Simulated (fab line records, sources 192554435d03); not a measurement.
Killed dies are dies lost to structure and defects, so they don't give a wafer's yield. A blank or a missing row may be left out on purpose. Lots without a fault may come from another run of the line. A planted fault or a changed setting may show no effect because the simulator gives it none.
Chamber matching | flow n5_finfet | N5_BEOL_M0_SAQP_PECVD_97 on pecvd-03: 3 sister chambers
The step deposits SiNx from SiH4/NH3/N2, target thk 23 nm, time 19.9 s. 6 wafers are shown with their chamber, then 8 later ones without.

WAFERS WITH THEIR CHAMBER
wafer  | chamber | throttle_valve_pct (%) | showerhead_plenum_p_Torr (Torr)
L340.1 | 2       | 39.7                   | 5.24
L340.2 | 0       | 39.0                   | 5.19
L341.4 | 2       | 39.4                   | 5.23
L345.2 | 1       | 36.9                   | 5.06
L345.5 | 0       | 39.5                   | 5.16
L345.6 | 1       | 36.7                   | 5.08

WAFERS WITHOUT THEIR CHAMBER
wafer  | throttle_valve_pct (%) | showerhead_plenum_p_Torr (Torr)
L352.3 | 39.3                   | 5.17
L352.4 | 36.9                   | 5.08
L352.5 | 39.4                   | 5.17
L354.1 | 39.6                   | 5.17
L354.4 | 39.5                   | 5.18
L354.5 | 39.5                   | 5.18
L355.5 | 39.7                   | 5.18
L355.6 | 34.5                   | 5.22

WHICH CHAMBER EACH WENT THROUGH
wafer  | from the rows above     | in truth
L352.3 | 0                       | 0
L352.4 | 1                       | 1
L352.5 | 0                       | 0
L354.1 | 0                       | 0
L354.4 | 0                       | 0
L354.5 | 0                       | 0
L355.5 | can't be placed: 0 or 2 | 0
L355.6 | 1                       | 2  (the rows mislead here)
Placed correctly: 6 of 8. Can't be placed from these rows: 1 (the true chamber is among the candidates in 1). Placed wrongly: 1.
How it was worked out, from the rows above alone: a wafer's distance from a chamber is the root of the sum, over the readings, of the square of ((its reading less the chamber's mean) divided by the reading's scatter). The wafer belongs to the nearest chamber; if the next one is less than 2 further off, it can't be placed. A chamber's mean is the mean of its shown wafers. The scatter: the root of (the sum of the squares of (reading less its chamber's mean) over the shown wafers, divided by (wafers less chambers)).
